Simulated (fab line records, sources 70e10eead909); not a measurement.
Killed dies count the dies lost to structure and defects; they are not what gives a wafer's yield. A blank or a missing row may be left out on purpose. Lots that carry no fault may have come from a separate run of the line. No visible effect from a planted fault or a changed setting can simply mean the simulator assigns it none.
A struck lot beside a sound one :: flow nand-harc :: 15 out of 1302 route steps
Sound: the wafers L314.2, L314.4, L314.6. Struck: wafer L323.5. (L323.2, L323.4 of the same lot were not struck and are left out.) The cause comes at the end.
Each step with rows lists, per side, the tool, then ch with its chambers, then its first start. Under that, the readings that differ: sound wafers :: struck wafers :: difference of the means :: sigmas: that difference in standard deviations of wafers without a fault.
alike: readings whose means differ by less than 2 such deviations, and words and numbers that are the same on both sides. not compared: withheld readings, readings that some wafer has no value for, bounds like >300 that may hide the same value, and numbers for which the record gives no deviation and whose values overlap.
The two part at a step that has a row with sigmas, a row that says differs or no value, or rows on one side only. Numbers that have no deviation but don't overlap get no sigmas and don't part them. Lack of a reading on every wafer of one side parts them only where that side has two or more wafers.

first, 8 steps without rows for these wafers: NHARC_A_SGD_CUT_COAT_56 (time 75 s); NHARC_A_SGD_CUT_COAT_57 (time 65 s); NHARC_A_SGD_CUT_COAT_03 (resist thk 90 nm); NHARC_A_SGD_CUT_SOFTBAKE_04 (time 55 s); NHARC_A_SGD_CUT_EBR_05; NHARC_A_SGD_CUT_EXPOSE_06 (exposes mask SGD); NHARC_A_SGD_CUT_PEB_07 (peb time 65 s); NHARC_A_SGD_CUT_DEVELOP_08 (develop time 35 s).
NHARC_A_SGD_CUT_CD_MEAS_09: target cd 100 nm.
  sound on cd-sem-01 ch 0, day 21 22:20; struck on cd-sem-02 ch 0, day 26 09:14
  alike: cd-nm
NHARC_A_SGD_CUT_OVL_MEAS_10:
  sound on overlay-01, day 21 22:25; struck on overlay-02, day 26 09:20
reading: overlay-x-nm (nm)
sound: -0.3 -0.6 -0.6
struck: 1.4
difference: +1.9
sigmas: +2
  alike: overlay-y-nm
NHARC_A_SGD_CUT_INSPECT_11:
  sound on defect-inspect-02, day 21 22:28; struck on defect-inspect-02, day 26 09:22
  alike: raw-defect-count
NHARC_A_SGD_CUT_DESCUM_14: chemistry O2, time 3 s.
  sound on rie-diel-03 ch 0,2,3, day 21 22:32; struck on rie-diel-03 ch 2, day 26 09:26
reading: oes-product-au (a.u.)
sound: 0.996 0.990 0.983
struck: 1.005
difference: +0.015
sigmas: +2
  alike: drypump-motor-current-A, rf-vpp-V, showerhead-plenum-p-Torr, throttle-valve-pct
  not compared: rf-hours-counter-h
NHARC_A_SGD_CUT_ETCH_58: etches the open film in CF4, target depth 39 nm, time 65 s.
  sound on rie-diel-03 ch 0,3, day 21 22:38; struck on rie-diel-03 ch 0, day 26 09:31
reading: rf-vpp-V (V)
sound: 152.2 149.6 152.2
struck: 153.9
difference: +2.6
sigmas: +3

reading: run-length-s (s)
sound: 85.6 85.4 85.3
struck: 93.5
difference: +8.1
sigmas: +16
  alike: drypump-motor-current-A, oes-product-au, showerhead-plenum-p-Torr, throttle-valve-pct
  not compared: rf-hours-counter-h
NHARC_A_SGD_CUT_ETCH_59: etches the open film in N2/H2, target depth 260 nm, time 406.25 s.
  sound: rie-diel-03 ch 2,3; struck: rie-diel-03 ch 3
  alike: drypump-motor-current-A, oes-product-au, rf-vpp-V, run-length-s, showerhead-plenum-p-Torr, throttle-valve-pct
  not compared: rf-hours-counter-h
-- the record jumps here: 5 days lie between the struck wafers' starts before and after (it left off in module A_SGD_CUT and takes up again in module END, whose first step shown is number 1302 of the route) --
NHARC_END_SORT_01:
  sound on prober-01 ch 0, day 27 05:16; struck on prober-01 ch 0, day 31 15:53
  alike: killed-at-array, killed-at-other, killed-at-periphery, killed-dies, killed-open, killed-short

== WHERE THEY PART ==
Last at NHARC_A_SGD_CUT_ETCH_58 as far as this record goes, first at NHARC_A_SGD_CUT_OVL_MEAS_10. Later steps at which nothing parts them and some readings are alike: NHARC_A_SGD_CUT_ETCH_59, NHARC_END_SORT_01.

WHY: the cause the simulator had injected
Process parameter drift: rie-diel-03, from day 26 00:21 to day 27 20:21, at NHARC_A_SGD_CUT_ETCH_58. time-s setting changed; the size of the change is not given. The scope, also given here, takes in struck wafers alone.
